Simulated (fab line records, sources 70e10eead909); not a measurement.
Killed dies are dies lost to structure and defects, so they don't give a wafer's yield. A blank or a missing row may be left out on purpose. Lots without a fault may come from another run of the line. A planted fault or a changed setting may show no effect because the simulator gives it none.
fab line records | flow nand_harc
record lots=24 wafers=72 last_day=24
route steps=1159 shown A_SGD_CUT@764 A_SLIT@780 A_WL_FILL@822
lots that met no fault: from a run of the same line without faults
start_h: hours from the record's first day to the start of the lot's first wafer shown | wait_h: hours since the lot's step before | " the same as in the row above | L1.1+2: a row that stands for several wafers | - no value, or no start given | * or withheld: withheld | < > ~ a bound
route shown NAME@n: a module of which the file shows steps, and the number in the route of the first | usual: mean/standard deviation of fault-free wafers | same: alike in all rows | chamber/n: place in a boat | sites: the reading at each site | _std_site: their standard deviation | _edge_site: outer sites' mean less inner sites' | radius_mm: how far each site lies from the wafer's centre | mask NAME#n: copy n | behind: the tool/chamber that last shaped the wafer | hold: why the lot was held/for how many hours/how that ended | device: the transistor (n, p or np) that didn't switch | end of line: the same wafers' tests at the end of the route | a step without rows: its recipe alone | killed: dies lost to structure and defects at the first sort, not the wafer's yield | map: a wafer's dies, x killed, . not, _ none there
set.NAME: the setting as run; set.NAME@STEP: as run at that earlier step | model.NAME: the simulator's own value behind a step, which no gauge read
steps of the route over a sample of lots; a table a step, a row a wafer
services: from which hour (start_h, from the record's first day; less than 0 if before it) a tool's chamber was out of use, for how many hours, and why
## steps
# step NHARC_A_SGD_CUT_ETCH_15
# recipe target_depth_a=750 time_s=64.3 ch3f_flow_sccm=50 o2_flow_sccm=30 ar_flow_sccm=200 rf_w=500 bias_w=100 chemistry=CH3F/O2
# usual drypump_motor_current_A=5.8/0.47 oes_product_au=0.961/0.013 rf_vpp_V=263.0/1.6 showerhead_plenum_p_Torr=2.40/0.092 throttle_valve_pct=20.662/0.0081
# columns lot.wafer tool chamber start_h wait_h drypump_motor_current_A oes_product_au rf_hours_counter_h rf_vpp_V showerhead_plenum_p_Torr throttle_valve_pct
L075.2 rie_diel-08 1 - - 6.8 0.974 1 261.2 2.38 20.661
L075.3 " 3 " " 5.9 0.967 1 261.3 2.35 20.683
L075.5 " 2 " " 6.0 0.967 - 265.0 2.49 20.668
L077.2 rie_diel-12 2 - - 5.3 0.953 7 262.2 2.31 20.654
L077.3 " 3 " " 5.0 0.963 8 265.7 2.43 20.659
L077.5 " 0 " " 5.5 0.968 - 260.9 2.36 20.667
L076.2 rie_diel-04 1 - - 5.1 0.969 2 261.6 2.40 20.675
L076.3 " 3 " " 6.4 0.958 3 261.0 2.30 20.672
L076.6 " 2 " " 5.7 0.977 - 263.0 2.30 20.662
L078.3 rie_diel-08 3 - - 5.9 0.967 2 262.9 2.35 20.671
L078.2 " 0 " " 5.8 0.974 2 263.9 2.53 20.670
L078.5 " 2 " " 6.0 0.957 - 264.8 2.49 20.659
L074.4 rie_diel-04 3 - - 6.4 0.944 4 261.9 2.30 20.672
L074.2 " 0 " " 5.9 0.947 4 266.5 2.59 20.651
L074.6 " 2 " " 5.7 0.972 - 263.3 2.30 20.669
L080.2 rie_diel-12 3 - - 5.0 0.958 9 264.5 2.43 20.668
L080.5 " 1 " " 5.8 0.943 - 262.2 2.42 20.659
L080.6 " 2 " " 5.3 0.935 - 261.3 2.31 20.657
L079.4 rie_diel-08 2 - - 6.0 0.947 3 265.2 2.49 20.673
L079.3 " 0 " " 5.8 0.968 3 264.4 2.53 20.668
L079.5 " 2 " " 6.0 0.943 - 263.2 2.49 20.657
L081.4 rie_diel-12 3 - - 4.9 0.956 10 263.3 2.43 20.667
L081.2 " 0 " " 5.5 0.965 10 262.4 2.36 20.660
L081.6 " 3 " " 5.0 0.946 - 263.4 2.43 20.673
L082.2 rie_diel-04 3 - - 6.4 0.973 6 262.5 2.30 20.654
L082.3 " 0 " " 5.9 0.973 6 266.6 2.59 20.663
L082.6 " 3 " " 6.4 0.975 - 261.2 2.30 20.653
L083.1 rie_diel-12 1 - - 5.8 0.948 10 262.9 2.42 20.656
L083.3 " 3 " " 5.0 0.932 11 264.2 2.43 20.687
L083.2 " 0 " " 5.5 0.949 11 261.4 2.35 20.666
L084.3 rie_diel-04 0 - - 5.9 0.969 9 264.7 2.59 20.671
L084.4 " 2 " " 5.7 0.972 8 262.4 2.30 20.664
L084.5 " 1 " " 5.1 0.965 - 263.1 2.39 20.653
L085.4 rie_diel-08 2 - - 6.0 0.963 6 264.7 2.49 20.671
L085.3 " 3 " " 5.9 0.969 6 262.6 2.35 20.657
L085.2 " 0 " " 5.8 0.946 6 263.8 2.53 20.669
L088.2 rie_diel-04 2 - - 5.7 0.988 10 262.4 2.30 20.672
L088.5 " 0 " " 5.9 0.955 - 267.2 2.59 20.659
L088.6 " 1 " " 5.1 0.949 - 263.0 2.39 20.653
L087.1 rie_diel-08 3 - - 5.9 0.953 7 261.8 2.35 20.660
L087.3 " 0 " " 5.8 0.957 7 263.9 2.53 20.664
L087.6 " 3 " " 5.9 0.960 - 261.8 2.35 20.662
L086.4 rie_diel-08 3 - - 5.9 0.965 7 262.0 2.35 20.658
L086.1 " 0 " " 5.8 0.952 7 264.1 2.53 20.664
L086.3 " 1 " " 6.8 0.947 8 263.7 2.38 20.662
L090.2 rie_diel-04 3 - - 6.3 0.965 14 262.6 2.30 20.662
L090.6 " 2 " " 5.7 0.963 - 262.5 2.29 20.659
L090.5 " 3 " " 6.3 0.963 - 261.9 2.30 20.654
L089.1 rie_diel-08 1 - - 6.7 0.967 9 262.8 2.38 20.669
L089.2 " 2 " " 6.0 0.965 9 263.5 2.49 20.658
L089.6 " 2 " " 6.0 0.970 - 264.9 2.49 20.671
L091.2 rie_diel-04 1 - - 5.1 0.976 16 261.6 2.39 20.663
L091.3 " 0 " " 5.9 0.977 16 267.2 2.59 20.658
L091.6 " 1 " " 5.1 0.975 - 261.7 2.39 20.670
L094.3 rie_diel-08 3 - - 5.9 0.968 10 262.1 2.35 20.643
L094.4 " 2 " " 6.0 0.957 - 263.8 2.49 20.652
L094.5 " 3 " " 5.9 0.961 - 261.3 2.35 20.654
L092.2 rie_diel-04 1 - - 5.1 0.951 16 262.7 2.39 20.640
L092.3 " 2 " " 5.7 0.943 16 262.2 2.29 20.656
L092.6 " 0 " " 5.9 0.963 - 265.6 2.59 20.675
L093.3 rie_diel-12 1 - - 5.8 0.937 2 263.6 2.42 20.667
L093.2 " 3 " " 5.0 0.967 3 263.9 2.43 20.657
L093.5 " 1 " " 5.8 0.945 - 264.2 2.42 20.669
L096.3 rie_diel-08 3 - - 5.9 0.945 13 260.7 2.35 20.668
L096.5 " 0 " " 5.8 0.949 - 265.5 2.52 20.677
L096.6 " 1 " " 6.8 0.947 - 261.7 2.38 20.652
L095.1 rie_diel-04 2 - - 5.7 0.952 18 261.9 2.29 20.664
L095.2 " 3 " " 6.3 0.965 17 260.8 2.30 20.666
L095.4 " 3 " " 6.4 0.960 - 260.4 2.30 20.654
L097.2 rie_diel-04 2 - - 5.7 0.956 21 260.5 2.29 20.658
L097.6 " 3 " " 6.3 0.969 - 261.2 2.30 20.670
L097.5 " 0 " " 5.9 0.973 - 265.4 2.59 20.661
# step NHARC_A_SLIT_DEP_00
# recipe target_thk_a=32000 temp_c=400 material=aC
# usual throttle_valve_pct=35.001/0.0081
# columns lot.wafer tool chamber start_h wait_h throttle_valve_pct
L075.2 acl_dep-01 0 329.15 - 35.003
L075.3 " 0 " " 35.002
L075.5 " 0 " " 34.998
L077.2 acl_dep-02 0 329.30 - 34.993
L077.3 " 0 " " 35.011
L077.5 " 0 " " 34.977
L076.2 acl_dep-03 0 329.33 - 34.992
L076.3 " 0 " " 34.991
L076.6 " 0 " " 35.004
L074.2 acl_dep-01 0 341.01 - 34.997
L074.4 " 0 " " 35.017
L074.6 " 0 " " 34.997
L078.2 acl_dep-02 0 341.49 - 35.011
L078.3 " 0 " " 35.005
L078.5 " 0 " " 34.992
L080.2 acl_dep-02 0 345.28 - 35.007
L080.5 " 0 " " 35.007
L080.6 " 0 " " 35.018
L079.3 acl_dep-03 0 346.13 - 35.002
L079.4 " 0 " " 35.009
L079.5 " 0 " " 35.005
L082.2 acl_dep-01 0 360.33 - 35.005
L082.3 " 0 " " 35.012
L082.6 " 0 " " 34.997
L081.2 acl_dep-03 0 361.00 - 35.010
L081.4 " 0 " " 35.002
L081.6 " 0 " " 34.993
L083.1 acl_dep-03 0 370.84 - 34.996
L083.2 " 0 " " 35.006
L083.3 " 0 " " 35.002
L085.2 acl_dep-02 0 376.77 - 35.009
L085.3 " 0 " " 34.992
L085.4 " 0 " " 35.002
L084.3 acl_dep-02 0 379.03 - 35.002
L084.4 " 0 " " 35.003
L084.5 " 0 " " 35.000
L087.1 acl_dep-01 0 388.58 - 35.001
L087.3 " 0 " " 34.999
L087.6 " 0 " " 35.010
L088.2 acl_dep-03 0 389.11 - 35.008
L088.5 " 0 " " 35.001
L088.6 " 0 " " 35.011
L086.1 acl_dep-02 0 389.94 - 34.994
L086.3 " 0 " " 34.999
L086.4 " 0 " " 34.991
L090.2 acl_dep-02 0 414.62 - 34.996
L090.5 " 0 " " 34.994
L090.6 " 0 " " 34.988
L089.1 acl_dep-02 0 416.26 - 34.996
L089.2 " 0 " " 34.994
L089.6 " 0 417.91 - 35.007
L094.3 acl_dep-01 0 424.18 - 34.997
L094.4 " 0 " " 35.011
L094.5 " 0 " " 35.006
L091.2 acl_dep-03 0 425.72 - 34.997
L091.3 " 0 " " 34.990
L091.6 " 0 " " 35.004
L093.2 acl_dep-01 0 425.80 - 35.013
L093.3 " 0 " " 35.001
L093.5 " 0 " " 34.999
L092.2 acl_dep-02 0 426.35 - 34.996
L092.3 " 0 " " 34.995
L092.6 " 0 " " 34.997
L095.1 acl_dep-03 0 443.99 - 35.001
L095.2 " 0 " " 35.010
L095.4 " 0 " " 35.005
L096.3 acl_dep-02 0 444.46 - 35.019
L096.5 " 0 " " 35.010
L096.6 " 0 " " 35.005
L097.2 acl_dep-02 0 458.74 - 34.993
L097.5 " 0 " " 35.001
L097.6 " 0 " " 34.992
# step NHARC_A_SLIT_DESCUM_14
# recipe time_s=3 o2_flow_sccm=200 ar_flow_sccm=0 bias_power_w=0 chemistry=O2
# usual drypump_motor_current_A=5.7/0.47 oes_product_au=0.996/0.011 rf_vpp_V=57.8/0.93 showerhead_plenum_p_Torr=1.89/0.073 throttle_valve_pct=11.310/0.0087
# columns lot.wafer tool chamber start_h wait_h drypump_motor_current_A oes_product_au rf_hours_counter_h rf_vpp_V showerhead_plenum_p_Torr throttle_valve_pct
L075.2 rie_diel-10 0 331.93 0.1 6.1 1.011 10 55.7 1.96 11.309
L075.3 " 2 " " 5.8 1.027 11 58.4 1.84 11.305
L075.5 " 0 " " 6.1 1.000 - 59.1 1.96 11.293
L077.2 rie_diel-09 3 332.07 0.1 6.2 0.991 3 57.3 1.86 11.309
L077.3 " 0 " " 5.2 0.973 4 56.6 1.83 11.299
L077.5 " 3 " " 6.2 1.001 - 57.9 1.86 11.315
L076.2 rie_diel-09 2 332.25 0.1 6.4 0.984 4 56.7 1.81 11.299
L076.3 " 0 " " 5.2 0.975 4 58.4 1.83 11.311
L076.6 " 2 " " 6.4 0.991 - 57.4 1.81 11.319
L074.2 rie_diel-09 3 343.43 0.1 6.2 1.002 5 57.6 1.86 11.311
L074.6 " 3 " " 6.2 0.982 - 57.0 1.86 11.322
L074.4 " 0 " " 5.2 0.972 - 57.9 1.83 11.305
L078.2 rie_diel-02 0 344.04 0.1 5.6 1.003 1 57.2 1.86 11.305
L078.3 " 1 " " 5.0 1.016 0 58.6 2.05 11.303
L078.5 " 0 " " 5.6 1.010 - 58.7 1.86 11.314
L080.2 rie_diel-02 3 347.70 0.1 6.0 0.987 1 58.4 1.91 11.326
L080.5 " 2 " " 5.9 1.005 - 58.5 1.90 11.324
L080.6 " 3 " " 6.0 0.987 - 57.6 1.91 11.313
L079.3 rie_diel-09 3 348.35 0.1 6.2 0.994 5 58.0 1.86 11.320
L079.5 " 3 " " 6.2 1.002 - 57.1 1.86 11.308
L079.4 " 2 " " 6.4 0.984 - 58.1 1.81 11.297
L082.3 rie_diel-09 2 362.84 0.1 6.4 0.977 6 58.3 1.81 11.295
L082.2 " 0 " " 5.2 0.975 7 57.6 1.83 11.315
L082.6 " 1 " " 5.1 1.003 - 59.1 1.98 11.311
L081.4 rie_diel-10 1 363.53 0.1 5.4 1.002 0 57.4 2.03 11.298
L081.2 " 2 " " 5.7 0.996 0 58.3 1.84 11.319
L081.6 " 3 " " 5.9 0.996 - 57.0 1.94 11.316
L083.2 rie_diel-09 0 373.71 0.1 5.1 0.975 7 57.5 1.83 11.306
L083.3 " 1 " " 5.1 0.996 6 58.2 1.98 11.306
L083.1 " 2 " " 6.4 0.976 7 58.3 1.81 11.320
L085.2 rie_diel-09 1 379.26 0.1 5.1 0.992 7 57.6 1.98 11.317
L085.4 " 3 " " 6.2 0.992 7 57.1 1.86 11.316
L085.3 " 0 " " 5.2 0.980 8 58.1 1.83 11.316
L084.4 rie_diel-02 3 381.33 0.1 6.0 0.991 3 57.3 1.91 11.307
L084.3 " 1 " " 5.0 0.995 3 57.9 2.05 11.308
L084.5 " 0 " " 5.6 0.999 - 57.8 1.86 11.296
L087.3 rie_diel-10 3 391.60 0.1 5.9 1.023 2 58.3 1.94 11.308
L087.1 " 2 " " 5.8 1.002 1 56.8 1.84 11.307
L087.6 " 1 " " 5.4 1.010 - 58.1 2.03 11.311
L088.2 rie_diel-02 1 391.82 0.1 5.0 0.999 3 57.8 2.05 11.312
L088.6 " 2 " " 5.9 1.016 - 56.7 1.90 11.330
L088.5 " 3 " " 6.0 0.986 - 56.8 1.91 11.314
L086.1 rie_diel-10 1 392.81 0.1 5.4 1.016 2 57.8 2.03 11.318
L086.3 " 2 " " 5.8 0.992 2 57.6 1.84 11.296
L086.4 " 2 " " 5.8 1.010 - 55.2 1.84 11.311
L090.2 rie_diel-09 0 417.20 0.1 5.2 0.985 11 55.6 1.83 11.304
L090.6 " 0 " " 5.2 0.987 - 57.4 1.83 11.284
L090.5 " 1 " " 5.1 0.993 - 57.4 1.98 11.299
L089.1 rie_diel-10 3 419.17 0.1 5.9 1.015 4 58.2 1.94 11.322
L089.2 " 0 " " 6.1 1.011 2 58.6 1.96 11.309
L089.6 " 2 " " 5.8 1.002 - 59.7 1.84 11.297
L094.4 rie_diel-09 3 426.24 0.1 6.2 0.987 11 57.2 1.85 11.304
L094.3 " 2 " " 6.4 0.986 10 56.5 1.81 11.324
L094.5 " 0 " " 5.2 0.982 - 57.6 1.83 11.308
L091.2 rie_diel-02 1 428.28 0.1 5.0 0.992 5 58.7 2.04 11.320
L091.3 " 3 " " 6.0 0.991 7 57.8 1.90 11.313
L091.6 " 0 " " 5.6 0.993 - 58.9 1.86 11.308
L093.3 rie_diel-09 0 428.42 0.1 5.1 0.978 12 57.4 1.83 11.315
L093.2 " 2 " " 6.4 0.987 11 56.3 1.80 11.304
L093.5 " 0 " " 5.1 0.981 - 55.2 1.83 11.324
L092.2 rie_diel-02 2 428.87 0.1 5.9 1.015 6 58.2 1.90 11.306
L092.3 " 3 " " 6.0 1.003 7 57.9 1.90 11.303
L092.6 " 3 " " 6.0 0.991 - 59.4 1.90 11.327
L096.3 rie_diel-09 3 446.73 0.1 6.2 1.007 0 56.8 1.85 11.308
L096.5 " 1 " " 5.1 1.000 - 57.4 1.98 11.312
L096.6 " 2 " " 6.4 0.996 - 57.6 1.81 11.304
L095.4 rie_diel-02 2 446.82 0.1 5.8 1.010 7 59.1 1.90 11.310
L095.1 " 3 " " 6.0 0.990 9 56.3 1.90 11.308
L095.2 " 0 " " 5.6 1.002 9 59.4 1.86 11.317
L097.2 rie_diel-09 0 461.25 0.1 5.1 0.987 1 59.1 1.83 11.311
L097.6 " 3 " " 6.2 1.002 - 58.2 1.85 11.312
L097.5 " 0 " " 5.1 0.989 - 56.2 1.83 11.323
# step NHARC_A_SLIT_ETCH_29
# recipe target_depth_a=1000 overetch_a=100 time_s=55 ion_energy_ev=100 cf4_flow_sccm=80 o2_flow_sccm=20 ar_flow_sccm=0 rf_w=300 bias_w=100 chemistry=CF4/O2
# usual drypump_motor_current_A=5.7/0.4 oes_product_au=1.001/0.01 rf_vpp_V=197.7/1.3 showerhead_plenum_p_Torr=1.33/0.051 throttle_valve_pct=13.395/0.0094
# columns lot.wafer tool chamber start_h wait_h drypump_motor_current_A oes_product_au rf_hours_counter_h rf_vpp_V showerhead_plenum_p_Torr throttle_valve_pct
L077.2 rie_diel-09 0 335.02 0.1 5.2 0.975 5 196.7 1.28 13.406
L077.3 " 1 " " 5.1 0.999 5 198.8 1.38 13.404
L077.5 " 3 " " 6.2 0.991 - 195.8 1.30 13.406
L075.2 rie_diel-10 0 335.33 0.1 6.1 0.989 11 198.6 1.36 13.391
L075.3 " 1 " " 5.4 1.002 11 199.9 1.41 13.386
L075.5 " 3 " " 5.9 1.006 - 197.5 1.36 13.388
L076.3 rie_diel-10 1 336.69 0.1 5.4 0.991 11 199.6 1.41 13.397
L076.2 " 2 " " 5.7 1.021 11 196.7 1.29 13.397
L076.6 " 2 " " 5.7 1.011 - 195.4 1.29 13.379
L074.4 rie_diel-02 2 349.44 0.1 5.9 1.027 1 197.3 1.33 13.401
L074.2 " 0 " " 5.6 1.000 2 198.0 1.30 13.393
L074.6 " 1 " " 5.0 1.006 - 200.0 1.43 13.403
L078.3 rie_diel-09 3 351.12 0.1 6.2 0.997 6 196.8 1.30 13.401
L078.2 " 2 " " 6.4 0.985 6 194.6 1.26 13.397
L078.5 " 0 " " 5.2 0.982 - 195.9 1.28 13.382
L080.2 rie_diel-10 2 351.42 0.1 5.8 1.008 13 198.5 1.29 13.402
L080.6 " 0 " " 6.1 0.998 - 199.3 1.36 13.400
L080.5 " 1 " " 5.4 0.999 - 200.1 1.41 13.383
L079.4 rie_diel-02 1 353.05 0.1 5.0 1.013 1 198.9 1.43 13.391
L079.3 " 2 " " 5.9 1.012 1 198.1 1.33 13.388
L079.5 " 1 " " 5.0 1.017 - 198.7 1.42 13.397
L082.2 rie_diel-10 0 365.72 0.1 6.1 1.005 0 197.7 1.36 13.407
L082.3 " 1 " " 5.4 1.002 0 199.7 1.41 13.386
L082.6 " 2 " " 5.8 0.999 - 197.2 1.29 13.396
L081.4 rie_diel-09 1 366.37 0.1 5.1 1.022 6 197.8 1.38 13.387
L081.2 " 2 " " 6.4 0.992 7 195.7 1.26 13.382
L081.6 " 2 " " 6.4 0.999 - 196.6 1.26 13.391
L083.2 rie_diel-10 1 376.58 0.1 5.4 0.997 1 198.8 1.41 13.405
L083.3 " 2 " " 5.8 0.999 1 196.8 1.29 13.395
L083.1 " 3 " " 5.9 1.008 1 197.6 1.36 13.391
L085.2 rie_diel-09 0 382.14 0.1 5.1 0.986 9 195.8 1.28 13.408
L085.3 " 2 " " 6.4 0.986 8 197.3 1.26 13.404
L085.4 " 3 " " 6.2 1.002 8 195.8 1.30 13.383
L084.4 rie_diel-10 2 387.05 0.5 5.8 1.003 1 198.1 1.29 13.397
L084.3 " 3 " " 5.9 0.999 2 196.5 1.35 13.407
L084.5 " 2 " " 5.8 0.997 - 196.3 1.29 13.397
L087.1 rie_diel-02 0 394.66 0.1 5.6 1.005 5 196.9 1.30 13.390
L087.3 " 2 " " 5.9 1.004 3 196.9 1.33 13.395
L087.6 " 0 " " 5.6 0.988 - 197.8 1.30 13.384
L088.2 rie_diel-10 1 394.69 0.1 5.4 1.016 3 198.9 1.41 13.406
L088.5 " 3 " " 5.9 1.013 - 197.3 1.35 13.380
L088.6 " 1 " " 5.4 1.010 - 198.0 1.41 13.409
L086.1 rie_diel-09 2 396.33 0.1 6.4 0.991 9 195.2 1.26 13.398
L086.3 " 0 " " 5.2 0.979 10 195.7 1.28 13.392
L086.4 " 3 " " 6.2 0.992 - 197.2 1.30 13.396
L090.2 rie_diel-09 0 420.07 0.1 5.2 0.983 11 195.5 1.28 13.402
L090.6 " 3 " " 6.2 0.998 - 196.2 1.29 13.393
L090.5 " 0 " " 5.2 0.983 - 195.6 1.28 13.386
L089.2 rie_diel-02 2 422.01 0.1 5.8 1.026 5 198.6 1.33 13.393
L089.1 " 3 " " 6.0 1.003 6 198.3 1.33 13.388
L089.6 " 3 " " 6.0 0.995 - 198.4 1.33 13.405
L094.4 rie_diel-10 1 429.23 0.1 5.4 1.026 4 199.3 1.41 13.373
L094.3 " 0 " " 6.1 1.013 3 198.6 1.36 13.382
L094.5 " 1 " " 5.4 1.016 - 198.8 1.41 13.387
L091.3 rie_diel-02 2 431.13 0.1 5.9 1.007 6 197.5 1.33 13.384
L091.2 " 1 " " 5.0 0.997 6 198.6 1.42 13.398
L091.6 " 3 " " 6.0 1.002 - 197.0 1.33 13.391
L093.3 rie_diel-10 1 431.92 0.1 5.4 1.012 5 199.6 1.41 13.391
L093.2 " 2 " " 5.8 1.002 5 197.0 1.29 13.395
L093.5 " 2 " " 5.7 1.003 - 196.1 1.29 13.401
L092.2 rie_diel-02 2 432.80 0.1 5.9 1.002 6 198.4 1.33 13.401
L092.3 " 3 " " 6.0 0.996 8 197.2 1.33 13.404
L092.6 " 3 " " 6.0 0.997 - 199.1 1.33 13.398
L096.3 rie_diel-10 3 449.88 0.1 5.8 0.999 6 199.4 1.35 13.399
L096.6 " 3 " " 5.9 0.993 - 198.2 1.35 13.413
L096.5 " 0 " " 6.1 1.008 - 198.8 1.36 13.400
L095.1 rie_diel-02 0 451.55 0.1 5.6 1.004 9 197.4 1.30 13.384
L095.2 " 2 " " 5.9 0.993 8 198.9 1.33 13.383
L095.4 " 3 " " 5.9 0.988 9 197.4 1.33 13.386
L097.2 rie_diel-10 2 464.20 0.1 5.8 1.010 7 197.1 1.28 13.403
L097.5 " 2 " " 5.8 1.003 - 197.9 1.28 13.397
L097.6 " 0 " " 6.1 1.004 - 197.7 1.36 13.392
# step NHARC_A_WL_FILL_ALD_10
# recipe target_thk_a=500 pulse_time_s=10 ald_cycles=500 temp_c=300 material=SiO2
# usual heater_power_w=468/44 precursor_pulse_height_rel=1.001/0.018
# columns lot.wafer tool chamber start_h wait_h heater_power_w precursor_pulse_height_rel
L076.3 ald_hk-02 0 355.24 0.6 487 0.980
L076.2 " 1 " " 392 0.985
L076.6 " 3 356.79 2.1 472 0.988
L075.3 ald_hk-03 3 356.27 1.6 495 1.021
L075.2 " 0 " " 502 0.997
L075.5 " 3 358.32 3.7 502 0.989
L077.3 ald_hk-01 1 358.56 3.9 557 1.003
L077.2 " 2 " " 434 0.995
L077.5 " 3 " " 463 0.967
L080.2 ald_hk-02 3 368.02 0.1 484 0.975
L080.6 " 3 370.10 2.1 482 1.010
L080.5 " 0 " " 490 1.016
L078.2 ald_hk-01 3 368.54 0.6 464 1.010
L078.3 " 0 " " 483 0.995
L078.5 " 2 370.07 2.1 435 1.012
L074.2 ald_hk-03 0 371.79 0.6 497 1.017
L074.4 " 1 " " 410 1.007
L074.6 " 3 373.33 2.1 493 0.983
L079.4 ald_hk-02 2 372.30 1.1 443 1.001
L079.3 " 3 " " 476 1.005
L079.5 " 0 " " 491 1.012
L081.2 ald_hk-03 2 384.97 0.6 448 0.980
L081.4 " 0 386.00 1.6 506 1.023
L081.6 " 1 " " 415 0.968
L082.3 ald_hk-02 0 385.05 0.6 495 1.018
L082.2 " 2 386.08 1.7 449 1.044
L082.6 " 1 387.63 3.2 393 1.022
L083.1 ald_hk-03 1 401.17 0.1 405 1.025
L083.2 " 2 " " 449 1.011
L083.3 " 0 402.72 1.6 504 0.971
L085.2 ald_hk-02 1 405.40 0.1 394 0.974
L085.4 " 2 " " 427 1.005
L085.3 " 0 406.97 1.6 507 1.014
L084.4 ald_hk-03 1 411.09 0.0 409 1.000
L084.3 " 2 " " 443 0.995
L084.5 " 2 413.68 2.6 439 0.980
L088.2 ald_hk-02 3 416.95 0.1 481 0.996
L088.5 " 3 419.01 2.1 475 0.990
L088.6 " 0 " " 498 1.026
L087.3 ald_hk-03 3 417.97 1.1 512 1.013
L087.1 " 0 " " 509 1.004
L087.6 " 2 419.49 2.6 439 0.974
L086.3 ald_hk-01 0 419.24 2.3 494 1.005
L086.4 " 1 " " 542 1.010
L086.1 " 3 420.76 3.9 473 0.992
L089.1 ald_hk-02 3 442.97 1.3 474 0.995
L089.2 " 2 444.51 2.8 443 0.956
L089.6 " 0 445.53 3.8 507 1.015
L090.2 ald_hk-01 0 443.06 1.3 517 0.990
L090.6 " 3 444.59 2.9 484 0.988
L090.5 " 0 " " 506 1.017
L091.2 ald_hk-01 1 448.03 0.6 556 0.981
L091.3 " 3 449.06 1.6 472 0.961
L091.6 " 1 450.08 2.6 549 1.007
L094.4 ald_hk-03 1 448.03 0.6 401 1.002
L094.3 " 3 449.08 1.6 509 0.991
L094.5 " 1 450.12 2.7 405 1.024
L092.3 ald_hk-02 1 452.22 0.6 390 1.006
L092.2 " 2 " " 443 0.992
L092.6 " 1 454.24 2.6 389 1.009
L093.3 ald_hk-01 0 452.24 0.6 500 1.027
L093.2 " 1 " " 540 0.975
L093.5 " 3 453.78 2.1 489 0.975
L095.2 ald_hk-01 3 473.01 0.1 485 0.993
L095.1 " 0 " " 499 1.006
L095.4 " 2 474.55 1.6 459 1.016
L096.3 ald_hk-02 2 474.20 1.3 428 1.035
L096.5 " 0 475.23 2.3 496 0.995
L096.6 " 1 " " 381 0.990
L097.2 ald_hk-01 2 486.82 0.1 457 1.020
L097.6 " 2 488.89 2.1 453 1.008
L097.5 " 3 " " 495 1.030
# step NHARC_A_WL_FILL_ALD_19
# recipe target_thk_a=20 pulse_time_s=3 ald_cycles=100 temp_c=450 material=TiN
# usual heater_power_w=1036/130 precursor_pulse_height_rel=0.998/0.019
# columns lot.wafer tool chamber start_h wait_h heater_power_w precursor_pulse_height_rel
L075.2 ald_metal-03 2 365.12 0.1 950 1.014
L075.3 " 3 " " 1024 0.975
L075.5 " 0 " " 1252 1.001
L076.3 ald_metal-01 0 365.12 0.1 971 0.993
L076.2 " 3 " " 1253 0.996
L076.6 " 0 " " 970 1.008
L077.2 ald_metal-01 1 367.81 0.1 859 0.996
L077.3 " 2 " " 1101 1.011
L077.5 " 3 " " 1222 0.978
L078.2 ald_metal-01 2 378.53 0.1 1088 0.995
L078.3 " 0 " " 993 1.023
L078.5 " 3 " " 1276 1.000
L080.2 ald_metal-03 2 378.56 0.1 975 1.029
L080.5 " 0 " " 1245 0.998
L080.6 " 1 " " 1015 0.992
L079.4 ald_metal-02 3 381.58 0.1 969 0.980
L079.3 " 0 " " 875 1.057
L079.5 " 2 " " 1043 1.010
L074.2 ald_metal-03 0 381.59 0.1 1234 1.004
L074.4 " 2 " " 962 0.983
L074.6 " 3 " " 1049 1.038
L081.4 ald_metal-02 3 394.95 0.1 977 0.973
L081.2 " 1 " " 1055 1.005
L081.6 " 3 " " 942 0.985
L082.3 ald_metal-03 2 394.95 0.1 968 1.029
L082.2 " 3 " " 1044 1.022
L082.6 " 3 " " 1061 0.976
L083.2 ald_metal-03 0 411.71 0.1 1298 0.993
L083.1 " 2 " " 960 0.997
L083.3 " 3 " " 1058 1.016
L085.4 ald_metal-01 0 415.60 0.1 973 0.983
L085.3 " 1 " " 857 0.979
L085.2 " 3 " " 1244 1.007
L084.3 ald_metal-02 2 421.30 0.2 1020 0.984
L084.4 " 1 " " 1058 1.007
L084.5 " 2 " " 1042 1.010
L088.2 ald_metal-02 2 427.05 0.1 1033 1.002
L088.5 " 1 " " 1061 0.983
L088.6 " 2 " " 1020 1.025
L087.3 ald_metal-01 0 427.06 0.1 978 1.018
L087.1 " 2 " " 1079 1.019
L087.6 " 3 " " 1263 0.982
L086.1 ald_metal-02 0 429.69 0.1 881 1.022
L086.3 " 2 " " 1047 0.970
L086.4 " 1 " " 1094 0.989
L090.2 ald_metal-01 1 453.07 0.1 860 1.014
L090.6 " 1 " " 880 1.030
L090.5 " 2 " " 1079 1.025
L089.1 ald_metal-02 1 453.11 0.1 1082 0.996
L089.2 " 0 " " 874 0.991
L089.6 " 1 " " 1075 0.996
L094.3 ald_metal-01 1 457.79 0.1 854 1.023
L094.4 " 2 " " 1087 1.023
L094.5 " 1 " " 845 1.010
L091.3 ald_metal-03 0 457.79 0.1 1271 1.025
L091.2 " 3 " " 1034 0.971
L091.6 " 1 " " 985 1.009
L092.2 ald_metal-02 1 461.94 0.1 1086 1.004
L092.3 " 3 " " 962 0.958
L092.6 " 1 " " 1062 0.996
L093.3 ald_metal-03 3 461.96 0.1 1039 1.008
L093.2 " 0 " " 1239 0.983
L093.5 " 2 " " 989 1.033
L096.3 ald_metal-02 2 483.75 0.1 1031 1.025
L096.5 " 2 " " 1029 0.993
L096.6 " 3 " " 969 1.007
L095.2 ald_metal-01 0 483.75 0.1 915 0.974
L095.1 " 1 " " 884 1.026
L095.4 " 2 " " 1107 0.999
L097.2 ald_metal-01 0 496.99 0.2 919 1.003
L097.6 " 1 " " 877 0.972
L097.5 " 2 " " 1102 0.983
## services
# columns tool chamber start_h hours kind
rie_diel-09 3 297.50 4.9 repair
rie_diel-08 - 301.80 9.0 pm
rie_diel-02 - 327.70 9.0 pm
rie_diel-09 1 335.48 13.0 repair
rie_diel-10 3 346.88 5.5 repair
acl_dep-02 - 350.94 13.0 pm
rie_diel-10 - 353.50 9.0 pm
rie_diel-04 - 366.02 0.3 repair
rie_diel-09 1 389.24 17.3 repair
rie_diel-10 0 390.80 8.5 repair
ald_metal-01 1 405.26 7.6 repair
rie_diel-08 0 410.20 6.9 repair
rie_diel-04 3 418.59 6.9 repair
rie_diel-09 1 426.32 7.5 repair
rie_diel-09 - 431.10 9.0 pm
rie_diel-04 0 436.96 6.9 repair
rie_diel-10 1 447.32 18.0 repair
ald_metal-01 - 451.79 0.4 repair
ald_metal-01 - 458.00 10.0 pm
ald_hk-02 - 461.23 10.0 pm
rie_diel-10 3 464.01 14.4 repair
rie_diel-04 - 465.98 9.0 pm
rie_diel-09 0 476.91 8.3 repair
rie_diel-08 - 478.80 9.0 pm
## key
fault none
